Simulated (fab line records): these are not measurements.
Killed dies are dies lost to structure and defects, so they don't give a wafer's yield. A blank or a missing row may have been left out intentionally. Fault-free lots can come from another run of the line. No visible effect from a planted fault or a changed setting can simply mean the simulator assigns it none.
Matching of chambers -- flow n5-finfet -- 4 sister chambers for N5_SD_EPI_N_ETCH_35 on rie-diel-01
The step etches SOC in N2/H2, overetch 108 nm, time 486 s. 4 wafers are shown with their chamber, then 9 later ones without.

## WAFERS PAIRED WITH THEIR CHAMBERS
wafer,chamber,showerhead-plenum-p-Torr (Torr)
L080.6,2,2.70
L087.2,3,2.49
L087.4,1,2.62
L087.5,0,2.69

## WAFERS WHOSE CHAMBER IS MISSING
wafer,showerhead-plenum-p-Torr (Torr)
L088.2,2.49
L088.3,2.69
L088.5,2.49
L089.3,2.69
L089.4,2.69
L089.5,2.69
L097.1,2.68
L097.3,2.61
L097.6,2.61

## THE CHAMBER EACH PASSED THROUGH
wafer,from the rows above,in truth
L088.2,3,3
L088.3,can't be placed: 0 or 2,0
L088.5,3,3
L089.3,can't be placed: 0 or 2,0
L089.4,can't be placed: 0 or 2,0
L089.5,can't be placed: 0 or 2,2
L097.1,can't be placed: 0 or 2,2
L097.3,1,1
L097.6,1,1
Correct placement for 4 of the 9. Not placeable from these rows: 5 (in 5, the candidates include the true chamber). 0 placed wrongly.
How it was worked out, from the rows above alone: a wafer's distance from a chamber is the root of the sum, over the readings, of the square of ((its reading less the chamber's mean) divided by the reading's scatter). If the next closest chamber is less than 2 further off than the closest, the wafer can't be placed; otherwise it belongs to the closest. A chamber's mean is the mean of its shown wafers. The scatter: root of mean squared gap, hidden wafer to nearest shown wafer, with one shown wafer a chamber.
